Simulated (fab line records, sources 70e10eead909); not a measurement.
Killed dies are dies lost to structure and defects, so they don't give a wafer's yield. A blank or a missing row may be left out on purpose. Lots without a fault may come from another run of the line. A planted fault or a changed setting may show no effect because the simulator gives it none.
fab line records | flow nand_harc | part 1 of 2: steps 1 to 28 of 39
record lots=5 wafers=15 last_day=24
route steps=1159 shown P_ZERO_WELL@13
lots that met no fault: from a run of the same line without faults
start_h: hours from the record's first day to the start of the lot's first wafer shown | wait_h: hours since the lot's step before | " the same as in the row above | L1.1+2: a row that stands for several wafers | - no value, or no start given | * or withheld: withheld | < > ~ a bound
route shown NAME@n: a module of which the file shows steps, and the number in the route of the first | usual: mean/standard deviation of fault-free wafers | same: alike in all rows | chamber/n: place in a boat | sites: the reading at each site | _std_site: their standard deviation | _edge_site: outer sites' mean less inner sites' | radius_mm: how far each site lies from the wafer's centre | mask NAME#n: copy n | behind: the tool/chamber that last shaped the wafer | hold: why the lot was held/for how many hours/how that ended | device: the transistor (n, p or np) that didn't switch | end of line: the same wafers' tests at the end of the route | a step without rows: its recipe alone | killed: dies lost to structure and defects at the first sort, not the wafer's yield | map: a wafer's dies, x killed, . not, _ none there
set.NAME: the setting as run; set.NAME@STEP: as run at that earlier step | model.NAME: the simulator's own value behind a step, which no gauge read
lots at some steps of the route; a table a step, a row a wafer
services: from which hour (start_h, from the record's first day; less than 0 if before it) a tool's chamber was out of use, for how many hours, and why
## steps
# step NHARC_P_ZERO_WELL_DEVELOP_10
# recipe time_s=50 dev_temp_c=22
# columns lot.wafer tool chamber start_h wait_h
L080.1+4+6 litho_track-05 0 - -
L082.3+5+6 litho_track-05 0 - -
L085.3+4+6 litho_track-02 0 - -
L091.1+4+5 litho_track-02 0 - -
L096.2+5+6 litho_track-02 0 - -
# step NHARC_P_ZERO_WELL_CD_MEAS_11
# recipe target_cd_nm=500 landing_energy_ev=500
# usual cd_nm=500.2/2
# same landing_energy_ev=500
# columns lot.wafer tool chamber start_h wait_h cd_nm
L080.1 cd_sem-01 0 49.24 - 497.8
L080.4 " 0 " " 497.8
L080.6 " 0 " " 500.7
L082.3 cd_sem-03 0 61.13 - 500.2
L082.5 " 0 " " 501.1
L082.6 " 0 " " 502.1
L085.3 cd_sem-02 0 79.25 - 502.2
L085.4 " 0 " " 498.6
L085.6 " 0 " " 501.6
L091.1 cd_sem-01 0 115.25 - 500.7
L091.4 " 0 " " 500.1
L091.5 " 0 " " 497.7
L096.2 cd_sem-03 0 145.25 - 504.0
L096.5 " 0 " " 500.7
L096.6 " 0 " " 496.8
# step NHARC_P_ZERO_WELL_HARDBAKE_12
# recipe temp_c=118 time_s=65
# columns lot.wafer tool chamber start_h wait_h
L080.1+4+6 litho_track-02 0 49.32 -
L082.3+5+6 litho_track-05 0 61.21 -
L085.3+4+6 litho_track-02 0 79.32 -
L091.1+4+5 litho_track-05 0 115.33 -
L096.2+5+6 litho_track-03 0 145.34 -
# step NHARC_P_ZERO_WELL_DESCUM_13
# recipe time_s=3 o2_flow_sccm=200 ar_flow_sccm=0 bias_power_w=0 chemistry=O2
# usual drypump_motor_current_A=5.6/0.31 oes_product_au=0.996/0.01 rf_vpp_V=58.0/0.85 showerhead_plenum_p_Torr=1.97/0.08 throttle_valve_pct=11.311/0.0085
# same bias_power_w=0
# columns lot.wafer tool chamber start_h wait_h drypump_motor_current_A oes_product_au rf_hours_counter_h rf_vpp_V showerhead_plenum_p_Torr throttle_valve_pct
L080.4 rie_diel-04 1 49.40 - 5.1 1.003 10 58.6 2.05 11.315
L080.1 " 0 " " 5.8 1.011 8 57.9 1.92 11.309
L080.6 " 2 " " 6.0 0.993 - 57.5 1.93 11.314
L082.3 rie_diel-04 0 61.30 - 5.8 1.016 8 58.5 1.92 11.307
L082.6 " 1 " " 5.1 1.007 - 59.3 2.05 11.298
L082.5 " 2 " " 6.0 1.009 - 58.4 1.93 11.294
L085.3 rie_diel-08 3 79.40 - 6.1 0.985 8 59.4 2.03 11.304
L085.4 " 1 " " 5.6 0.989 10 57.4 1.92 11.305
L085.6 " 3 " " 6.0 0.989 - 60.5 2.03 11.311
L091.1 rie_diel-01 1 115.43 - 5.8 0.985 9 56.5 2.01 11.328
L091.4 " 2 " " 5.9 0.990 8 58.3 2.01 11.309
L091.5 " 0 " " 5.6 1.008 - 57.6 1.96 11.309
L096.2 rie_diel-08 2 145.44 - 5.3 0.999 0 58.0 1.85 11.300
L096.6 " 0 " " 5.6 1.020 - 58.0 2.06 11.304
L096.5 " 1 " " 5.5 0.986 - 57.3 1.92 11.308
# step NHARC_P_ZERO_WELL_ETCH_65
# recipe target_depth_a=800 overetch_a=240 time_s=87.88 ion_energy_ev=200 n2_flow_sccm=150 h2_flow_sccm=150 ar_flow_sccm=0 rf_w=400 bias_w=150 chemistry=N2/H2
# usual drypump_motor_current_A=5.61/0.29 oes_product_au=0.996/0.0097 rf_vpp_V=431.9/2.5 showerhead_plenum_p_Torr=2.09/0.09 throttle_valve_pct=14.172/0.0092
# columns lot.wafer tool chamber start_h wait_h drypump_motor_current_A oes_product_au rf_hours_counter_h rf_vpp_V showerhead_plenum_p_Torr throttle_valve_pct
L080.1 rie_diel-04 1 49.50 0.1 5.10 0.998 11 433.4 2.19 14.171
L080.4 " 2 " " 5.99 0.996 10 431.2 2.06 14.180
L080.6 " 0 " " 5.83 1.010 - 431.7 2.05 14.166
L082.3 rie_diel-04 0 61.36 0.1 5.83 1.008 8 431.6 2.04 14.176
L082.5 " 0 " " 5.82 1.004 - 429.9 2.05 14.177
L082.6 " 1 " " 5.10 0.999 - 434.3 2.19 14.176
L085.3 rie_diel-08 1 79.48 0.1 5.55 0.990 10 431.5 2.05 14.177
L085.4 " 2 " " 5.35 1.006 10 428.6 1.97 14.165
L085.6 " 1 " " 5.55 0.989 - 429.1 2.05 14.169
L091.4 rie_diel-01 0 115.50 0.1 5.63 1.009 9 430.0 2.09 14.170
L091.1 " 1 " " 5.82 0.994 9 433.7 2.15 14.174
L091.5 " 3 " " 5.14 0.999 - 432.5 2.15 14.168
L096.2 rie_diel-08 2 145.50 0.1 5.34 0.993 0 428.8 1.97 14.165
L096.5 " 2 " " 5.34 0.995 - 429.5 1.97 14.158
L096.6 " 3 " " 6.00 0.985 - 433.9 2.17 14.155
# step NHARC_P_ZERO_WELL_ETCH_62
# recipe target_depth_a=130 time_s=6.5 chf3_flow_sccm=50 ar_flow_sccm=200 rf_w=500 bias_w=200 chemistry=CHF3/Ar
# usual chf3_flow_sccm=50.00/0.15 drypump_motor_current_A=5.59/0.28 oes_product_au=0.956/0.021 rf_vpp_V=371.6/2.2 showerhead_plenum_p_Torr=2.39/0.095 throttle_valve_pct=20.215/0.0086
# columns lot.wafer tool chamber start_h wait_h chf3_flow_sccm drypump_motor_current_A oes_product_au rf_hours_counter_h rf_vpp_V showerhead_plenum_p_Torr throttle_valve_pct
L080.1 rie_diel-04 3 - - 50.02 5.38 0.969 10 368.6 2.22 20.224
L080.4 " 2 " " 49.90 5.99 0.953 10 369.2 2.36 20.214
L080.6 " 0 " " 49.85 5.81 0.964 - 369.2 2.35 20.210
L082.3 rie_diel-04 0 - - 49.95 5.80 0.983 8 372.2 2.35 20.212
L082.6 " 3 " " 49.84 5.40 0.978 - 365.8 2.22 20.214
L082.5 " 0 " " 49.83 5.82 0.989 - 371.2 2.35 20.216
L085.4 rie_diel-08 3 - - 50.03 5.99 0.911 8 372.0 2.48 20.204
L085.3 " 1 " " 49.90 5.59 0.912 10 370.7 2.35 20.225
L085.6 " 3 " " 49.99 6.02 0.912 - 373.1 2.48 20.206
L091.4 rie_diel-01 1 - - 50.27 5.81 0.973 9 372.2 2.46 20.215
L091.1 " 0 " " 50.23 5.62 0.979 9 370.4 2.40 20.202
L091.5 " 2 " " 50.03 5.82 0.966 - 372.7 2.46 20.208
L096.2 rie_diel-08 1 - - 50.05 5.52 0.942 0 371.6 2.35 20.214
L096.6 " 0 " " 50.24 5.60 0.961 - 374.2 2.52 20.211
L096.5 " 1 " " 49.94 5.55 0.941 - 370.7 2.35 20.228
# step NHARC_P_ZERO_WELL_ETCH_63
# recipe target_depth_a=1200 time_s=40.1 hbr_flow_sccm=150 cl2_flow_sccm=50 rf_w=400 icp_w=400 bias_w=100 chemistry=HBr/Cl2
# usual drypump_motor_current_A=5.6/0.41 oes_product_au=1.005/0.01 throttle_valve_pct=26.405/0.009
# columns lot.wafer tool chamber start_h wait_h drypump_motor_current_A oes_product_au rf_hours_counter_h throttle_valve_pct
L080.1 rie_si-03 0 49.67 - 4.9 1.007 0.8 26.405
L080.4 " 1 " " 5.7 0.990 0.8 26.417
L080.6 " 0 " " 4.9 1.006 - 26.396
L082.3 rie_si-03 2 61.55 - 5.5 0.996 0.2 26.395
L082.6 " 1 " " 5.7 0.992 - 26.397
L082.5 " 2 " " 5.5 1.002 - 26.395
L085.3 rie_si-01 2 79.65 - 5.7 1.004 1.2 26.401
L085.4 " 1 " " 6.7 1.002 1.3 26.408
L085.6 " 2 " " 5.7 0.999 - 26.401
L091.1 rie_si-06 3 115.67 - 5.8 0.997 0.8 26.406
L091.4 " 1 " " 5.7 1.026 0.9 26.413
L091.5 " 0 " " 5.5 0.994 - 26.411
L096.2 rie_si-06 1 145.70 - 5.7 1.026 1.3 26.415
L096.5 " 1 " " 5.7 1.021 - 26.388
L096.6 " 3 " " 5.8 1.011 - 26.388
# step NHARC_P_ZERO_WELL_STRIP_15
# recipe time_s=900 temp_c=130 chemistry=SPM
# usual bath_guard_temp_C=129.9/0.61 bath_heat_duty_pct=14.8/1.5
# columns lot.wafer tool chamber start_h wait_h bath_guard_temp_C bath_heat_duty_pct
L080.6 wet_bench-07 3 49.82 - 130.6 17.0
L080.1 " 5 " " 130.6 15.9
L080.4 " 6 " " 129.7 16.0
L082.6 wet_bench-06 6 61.70 - 129.7 17.5
L082.5 " 7 " " 128.3 12.9
L082.3 " 1 " " 130.5 14.2
L085.6 wet_bench-01 0 79.81 - 130.2 16.2
L085.3 " 1 " " 129.2 13.4
L085.4 " 3 " " 129.5 13.9
L091.5 wet_bench-07 3 115.82 - 130.8 16.5
L091.4 " 7 " " 129.7 14.6
L091.1 " 0 " " 129.8 13.7
L096.6 wet_bench-07 6 145.87 - 130.1 15.0
L096.2 " 0 " " 129.5 14.8
L096.5 " 1 " " 131.3 14.7
# step NHARC_P_ZERO_WELL_DEHYDRATE_16
# recipe temp_c=150 time_s=120
# columns lot.wafer tool chamber start_h wait_h
L080.1+4+6 litho_track-05 0 50.16 -
L082.3+5+6 litho_track-02 0 62.05 -
L085.3+4+6 litho_track-03 0 80.15 -
L091.1+4+5 litho_track-02 0 116.22 -
L096.2+5+6 litho_track-03 0 146.22 -
# step NHARC_P_ZERO_WELL_HMDS_17
# recipe time_s=30
# columns lot.wafer tool chamber start_h wait_h
L080.1+4+6 litho_track-05 0 - -
L082.3+5+6 litho_track-02 0 - -
L085.3+4+6 litho_track-03 0 - -
L091.1+4+5 litho_track-02 0 - -
L096.2+5+6 litho_track-03 0 - -
# step NHARC_P_ZERO_WELL_COAT_18
# recipe spin_rpm=withheld
# columns lot.wafer tool chamber start_h wait_h
L080.1+4+6 litho_track-05 0 - -
L082.3+5+6 litho_track-02 0 - -
L085.3+4+6 litho_track-03 0 - -
L091.1+4+5 litho_track-02 0 - -
L096.2+5+6 litho_track-03 0 - -
# step NHARC_P_ZERO_WELL_SOFTBAKE_19
# recipe temp_c=122 time_s=95
# columns lot.wafer tool chamber start_h wait_h
L080.1+4+6 litho_track-05 0 - -
L082.3+5+6 litho_track-02 0 - -
L085.3+4+6 litho_track-03 0 - -
L091.1+4+5 litho_track-02 0 - -
L096.2+5+6 litho_track-03 0 - -
# step NHARC_P_ZERO_WELL_EBR_20
# columns lot.wafer tool chamber start_h wait_h
L080.1+4+6 litho_track-05 0 - -
L082.3+5+6 litho_track-02 0 - -
L085.3+4+6 litho_track-03 0 - -
L091.1+4+5 litho_track-02 0 - -
L096.2+5+6 litho_track-03 0 - -
# step NHARC_P_ZERO_WELL_EXPOSE_21
# recipe na=0.6 target_cd_nm=720 dose_mj=22.31 mask_id=P_NWELL
# columns lot.wafer tool chamber start_h wait_h mask
L080.1+4+6 krf_scanner-04 0 50.30 - P_NWELL#0
L082.3+5+6 krf_scanner-04 0 62.33 - P_NWELL#0
L085.3+4+6 krf_scanner-03 0 80.32 - P_NWELL#0
L091.1+4+5 krf_scanner-02 0 116.49 - P_NWELL#0
L096.2+5+6 krf_scanner-04 0 146.49 - P_NWELL#0
# step NHARC_P_ZERO_WELL_PEB_22
# recipe peb_temp_c=118 peb_time_s=85
# columns lot.wafer tool chamber start_h wait_h
L080.1+4+6 litho_track-02 0 50.37 0.1
L082.3+5+6 litho_track-02 0 62.39 0.1
L085.3+4+6 litho_track-02 0 80.37 0.1
L091.1+4+5 litho_track-03 0 116.56 0.1
L096.2+5+6 litho_track-02 0 146.55 0.1
# step NHARC_P_ZERO_WELL_DEVELOP_23
# recipe time_s=70
# columns lot.wafer tool chamber start_h wait_h
L080.1+4+6 litho_track-02 0 - -
L082.3+5+6 litho_track-02 0 - -
L085.3+4+6 litho_track-02 0 - -
L091.1+4+5 litho_track-03 0 - -
L096.2+5+6 litho_track-02 0 - -
# step NHARC_P_ZERO_WELL_CD_MEAS_24
# recipe target_cd_nm=720 landing_energy_ev=500
# usual cd_nm=718.9/2.2
# same landing_energy_ev=500
# columns lot.wafer tool chamber start_h wait_h cd_nm
L080.1 cd_sem-03 0 50.46 - 718.7
L080.4 " 0 " " 715.0
L080.6 " 0 " " 718.8
L082.3 cd_sem-02 0 62.48 - 715.7
L082.5 " 0 " " 718.8
L082.6 " 0 " " 720.0
L085.3 cd_sem-01 0 80.47 - 719.5
L085.4 " 0 " " 718.7
L085.6 " 0 " " 718.2
L091.1 cd_sem-01 0 116.65 - 718.5
L091.4 " 0 " " 715.4
L091.5 " 0 " " 716.8
L096.2 cd_sem-03 0 146.65 - 717.6
L096.5 " 0 " " 720.4
L096.6 " 0 " " 721.1
# step NHARC_P_ZERO_WELL_HARDBAKE_25
# recipe temp_c=125 time_s=80
# columns lot.wafer tool chamber start_h wait_h
L080.1+4+6 litho_track-05 0 50.53 -
L082.3+5+6 litho_track-03 0 62.56 -
L085.3+4+6 litho_track-05 0 80.55 -
L091.1+4+5 litho_track-02 0 116.73 -
L096.2+5+6 litho_track-03 0 146.73 -
# step NHARC_P_ZERO_WELL_DESCUM_26
# recipe time_s=3 o2_flow_sccm=200 ar_flow_sccm=0 bias_power_w=0 chemistry=O2
# usual drypump_motor_current_A=5.6/0.31 oes_product_au=0.996/0.009 rf_vpp_V=58.0/0.89 showerhead_plenum_p_Torr=1.96/0.077 throttle_valve_pct=11.310/0.0091
# same bias_power_w=0
# columns lot.wafer tool chamber start_h wait_h drypump_motor_current_A oes_product_au rf_hours_counter_h rf_vpp_V showerhead_plenum_p_Torr throttle_valve_pct
L080.4 rie_diel-04 3 50.63 - 5.4 0.994 10 57.4 1.81 11.323
L080.1 " 1 " " 5.1 0.991 11 58.0 2.05 11.329
L080.6 " 2 " " 6.0 0.996 - 56.6 1.93 11.329
L082.3 rie_diel-04 0 62.66 - 5.8 1.004 8 58.3 1.92 11.325
L082.5 " 2 " " 6.0 1.009 - 59.0 1.93 11.299
L082.6 " 3 " " 5.4 1.000 - 57.6 1.81 11.335
L085.3 rie_diel-04 1 80.62 - 5.1 1.002 12 58.7 2.05 11.310
L085.4 " 2 " " 6.0 1.005 12 58.0 1.93 11.323
L085.6 " 2 " " 6.0 1.008 - 58.1 1.93 11.294
L091.1 rie_diel-08 2 116.81 - 5.3 1.014 12 57.3 1.85 11.291
L091.4 " 3 " " 6.0 0.990 11 59.2 2.03 11.313
L091.5 " 2 " " 5.3 1.002 - 57.2 1.85 11.320
L096.2 rie_diel-04 0 146.85 - 5.8 0.995 2 58.0 1.92 11.317
L096.5 " 1 " " 5.1 0.982 - 58.0 2.05 11.298
L096.6 " 2 " " 6.0 0.994 - 58.3 1.93 11.303
# step NHARC_P_ZERO_WELL_IMPLANT_27
# recipe energy_kev=600 dose_cm2=1e+13 tilt_deg=7
# usual beam_energy_keV=600.00/0.19 dose_ions_cm2=1.0002e+13/1.4e+10
# columns lot.wafer tool chamber start_h wait_h beam_energy_keV dose_ions_cm2
L080.1 implanter-02 0 50.76 0.1 600.36 9.975e+12
L080.4 " 0 " " 600.15 9.985e+12
L080.6 " 0 " " 600.12 1.0005e+13
L082.3 implanter-01 0 62.84 0.2 599.76 1.0003e+13
L082.5 " 0 " " 600.17 1.0021e+13
L082.6 " 0 " " 600.20 1.0031e+13
L085.3 implanter-01 0 80.83 0.2 600.13 1.0005e+13
L085.4 " 0 " " 599.78 9.997e+12
L085.6 " 0 " " 599.98 9.968e+12
L091.1 implanter-02 0 116.96 0.1 600.19 1.0014e+13
L091.4 " 0 " " 600.06 9.997e+12
L091.5 " 0 " " 600.27 9.991e+12
L096.2 implanter-01 0 146.99 0.1 600.38 1.0002e+13
L096.5 " 0 " " 599.97 9.983e+12
L096.6 " 0 " " 600.10 1.0008e+13
# step NHARC_P_ZERO_WELL_IMPLANT_57
# recipe energy_kev=250 dose_cm2=4e+12 tilt_deg=7
# usual beam_energy_keV=249.98/0.086 dose_ions_cm2=4e+12/5e+09
# columns lot.wafer tool chamber start_h wait_h beam_energy_keV dose_ions_cm2
L080.1 implanter-02 0 50.94 0.1 250.11 4.003e+12
L080.4 " 0 " " 250.02 4e+12
L080.6 " 0 " " 250.07 4.001e+12
L082.3 implanter-01 0 63.02 0.2 249.89 3.999e+12
L082.5 " 0 " " 250.01 4.004e+12
L082.6 " 0 " " 250.04 3.999e+12
L085.3 implanter-01 0 81.01 0.1 249.97 3.993e+12
L085.4 " 0 " " 249.96 3.998e+12
L085.6 " 0 " " 250.10 4.003e+12
L091.1 implanter-02 0 117.14 0.1 249.88 3.997e+12
L091.4 " 0 " " 249.95 3.994e+12
L091.5 " 0 " " 249.89 3.995e+12
L096.2 implanter-01 0 147.17 0.2 250.06 3.994e+12
L096.5 " 0 " " 250.01 3.988e+12
L096.6 " 0 " " 250.01 4.003e+12
# step NHARC_P_ZERO_WELL_IMPLANT_58
# recipe energy_kev=100 dose_cm2=2e+12 tilt_deg=7
# usual beam_energy_keV=100.00/0.035 dose_ions_cm2=1.9998e+12/1.9e+09
# columns lot.wafer tool chamber start_h wait_h beam_energy_keV dose_ions_cm2
L080.1 implanter-02 0 51.12 0.1 100.00 1.9986e+12
L080.4 " 0 " " 100.01 2.0017e+12
L080.6 " 0 " " 100.01 1.9993e+12
L082.3 implanter-01 0 63.21 0.2 99.97 2.0001e+12
L082.5 " 0 " " 100.02 2.0027e+12
L082.6 " 0 " " 100.00 1.9993e+12
L085.3 implanter-01 0 81.19 0.1 100.01 1.9998e+12
L085.4 " 0 " " 100.02 1.9982e+12
L085.6 " 0 " " 100.04 1.998e+12
L091.1 implanter-02 0 117.32 0.2 99.97 1.9975e+12
L091.4 " 0 " " 99.98 2.0012e+12
L091.5 " 0 " " 99.92 1.9996e+12
L096.2 implanter-01 0 147.35 0.2 99.92 2.003e+12
L096.5 " 0 " " 99.95 2.0018e+12
L096.6 " 0 " " 99.96 2.0006e+12
# step NHARC_P_ZERO_WELL_STRIP_28
# recipe time_s=840 temp_c=130 chemistry=SPM
# usual bath_guard_temp_C=130.1/0.65 bath_heat_duty_pct=14.6/1.5
# columns lot.wafer tool chamber start_h wait_h bath_guard_temp_C bath_heat_duty_pct
L080.4 wet_bench-07 2 51.34 0.1 129.4 15.5
L080.1 " 4 " " 129.6 15.0
L080.6 " 5 " " 130.8 14.7
L082.5 wet_bench-01 1 63.38 0.1 129.7 12.1
L082.6 " 3 " " 130.0 14.5
L082.3 " 4 " " 130.6 13.2
L085.4 wet_bench-01 3 81.34 0.1 130.1 15.0
L085.6 " 4 " " 131.0 14.0
L085.3 " 7 " " 130.7 14.2
L091.4 wet_bench-06 5 117.53 0.1 129.8 12.1
L091.5 " 6 " " 129.8 15.7
L091.1 " 1 " " 130.5 14.9
L096.6 wet_bench-01 7 147.54 0.0 131.2 15.2
L096.5 " 2 " " 130.3 13.9
L096.2 " 3 " " 129.7 14.2
# step NHARC_P_ZERO_WELL_DEHYDRATE_29
# recipe temp_c=150 time_s=120
# columns lot.wafer tool chamber start_h wait_h
L080.1+4+6 litho_track-02 0 51.67 -
L082.3+5+6 litho_track-03 0 63.70 -
L085.3+4+6 litho_track-03 0 81.67 -
L091.1+4+5 litho_track-03 0 117.86 -
L096.2+5+6 litho_track-02 0 147.86 -
# step NHARC_P_ZERO_WELL_HMDS_30
# recipe time_s=30
# columns lot.wafer tool chamber start_h wait_h
L080.1+4+6 litho_track-02 0 - -
L082.3+5+6 litho_track-03 0 - -
L085.3+4+6 litho_track-03 0 - -
L091.1+4+5 litho_track-03 0 - -
L096.2+5+6 litho_track-02 0 - -
# step NHARC_P_ZERO_WELL_COAT_31
# recipe spin_rpm=withheld
# columns lot.wafer tool chamber start_h wait_h
L080.1+4+6 litho_track-02 0 - -
L082.3+5+6 litho_track-03 0 - -
L085.3+4+6 litho_track-03 0 - -
L091.1+4+5 litho_track-03 0 - -
L096.2+5+6 litho_track-02 0 - -
# step NHARC_P_ZERO_WELL_SOFTBAKE_32
# recipe temp_c=122 time_s=95
# columns lot.wafer tool chamber start_h wait_h
L080.1+4+6 litho_track-02 0 - -
L082.3+5+6 litho_track-03 0 - -
L085.3+4+6 litho_track-03 0 - -
L091.1+4+5 litho_track-03 0 - -
L096.2+5+6 litho_track-02 0 - -
# step NHARC_P_ZERO_WELL_EBR_33
# columns lot.wafer tool chamber start_h wait_h
L080.1+4+6 litho_track-02 0 - -
L082.3+5+6 litho_track-03 0 - -
L085.3+4+6 litho_track-03 0 - -
L091.1+4+5 litho_track-03 0 - -
L096.2+5+6 litho_track-02 0 - -
